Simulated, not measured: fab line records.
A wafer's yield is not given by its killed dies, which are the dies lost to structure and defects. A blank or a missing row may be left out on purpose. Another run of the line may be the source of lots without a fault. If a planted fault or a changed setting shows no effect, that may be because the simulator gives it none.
Which of the tools did it? | flow nand_harc | 12 lots (36 wafers sampled), 1 step of a 1159-step route

## WHAT THE GAUGES READ, wafer by wafer
NHARC_P_CONTACT_INSPECT_27.
lot  | measured     | on                | raw_defect_count
L074 | day 6 04:26  | defect_inspect-02 | 353 188 376
L078 | day 6 19:29  | defect_inspect-01 | 254 189 474
L079 | day 6 20:57  | defect_inspect-02 | 178 327 357
L081 | day 7 21:38  | defect_inspect-01 | 378 424 398
L082 | day 7 23:02  | defect_inspect-02 | 202 194 268
L086 | day 8 21:37  | defect_inspect-02 | 136 247 170
L087 | day 8 22:10  | defect_inspect-02 | 320 380 209
L090 | day 9 15:28  | defect_inspect-02 | 221 218 311
L091 | day 9 22:02  | defect_inspect-01 | 220 491 279
L093 | day 10 13:53 | defect_inspect-01 | 200 212 149
L094 | day 10 19:16 | defect_inspect-02 | 162 361 229
L097 | day 11 15:25 | defect_inspect-01 | 344 306 208

## TOOL THAT RAN EACH LOT (tool first, then ch and the chambers of the sampled wafers, then the start)
The record holds no process step before these readings.

## THE ANSWER, worked out from the rows above alone
Rule: the lots themselves supply what counts as usual. The widest of any qualifying gaps counts: lots, ordered by their means at a reading, are off when they make up no more than a third of the lots, leave a main group of 4 or more, and stand apart from it by 3 or more times the standard deviation of that group's means. If all means in a main group match to the digits the tables above print for the reading, that group is not used. Also off: a lot with no number at a reading for which 4 or more lots have one. Any other lot the step has rows for is counted as sound.
None of the lots is off at any reading shown; this tells nothing.

## WHAT WAS PUT IN BY THE SIMULATOR
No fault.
